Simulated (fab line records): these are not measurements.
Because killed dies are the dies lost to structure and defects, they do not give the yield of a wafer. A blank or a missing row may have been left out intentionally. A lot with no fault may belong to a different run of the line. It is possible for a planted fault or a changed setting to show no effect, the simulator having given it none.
Chamber matching + flow n5-finfet + N5_WELL_APT_DESCUM_30 on rie-diel-01: 4 sister chambers
The step chemistry O2, time 7.9 s. 8 wafers are shown with their chamber, then 7 later ones without.

WAFERS PAIRED WITH THEIR CHAMBERS
| wafer  | chamber | throttle-valve-pct (%) | drypump-motor-current-A (A) |
|--------|---------|------------------------|-----------------------------|
| L076.5 | 1       | 20.77                  | 6.7                         |
| L083.5 | 1       | 20.79                  | 6.7                         |
| L084.6 | 0       | 20.20                  | 6.0                         |
| L087.2 | 3       | 20.89                  | 6.1                         |
| L087.3 | 2       | 20.37                  | 5.1                         |
| L087.5 | 0       | 20.21                  | 6.0                         |
| L090.1 | 2       | 20.39                  | 5.2                         |
| L090.3 | 3       | 20.89                  | 6.0                         |

WAFERS MISSING THEIR CHAMBER
| wafer  | throttle-valve-pct (%) | drypump-motor-current-A (A) |
|--------|------------------------|-----------------------------|
| L090.4 | 20.82                  | 6.7                         |
| L092.1 | 20.23                  | 6.0                         |
| L092.2 | 20.82                  | 6.6                         |
| L092.3 | 20.42                  | 5.1                         |
| L096.2 | 20.43                  | 5.1                         |
| L096.3 | 20.25                  | 6.0                         |
| L096.6 | 20.50                  | 6.1                         |

WHICH CHAMBER EACH ONE RAN IN
| wafer  | from the rows above | in truth                   |
|--------|---------------------|----------------------------|
| L090.4 | 1                   | 1                          |
| L092.1 | 0                   | 0                          |
| L092.2 | 1                   | 1                          |
| L092.3 | 2                   | 2                          |
| L096.2 | 2                   | 2                          |
| L096.3 | 0                   | 0                          |
| L096.6 | 2                   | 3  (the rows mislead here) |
6 of 7 placed correctly. Not placeable from these rows: 0. 1 placed wrongly.
How it was worked out, from the rows above alone: a wafer's distance from a chamber is the root of the sum, over the readings, of the square of ((its reading less the chamber's mean) divided by the reading's scatter). The wafer belongs to the nearest chamber; if the next one is less than 2 further off, it can't be placed. The mean given for a chamber averages the wafers shown for that chamber. The scatter is the square root of a quotient: the sum, over the shown wafers, of each reading's squared deviation from its chamber's mean, divided by wafers minus chambers.
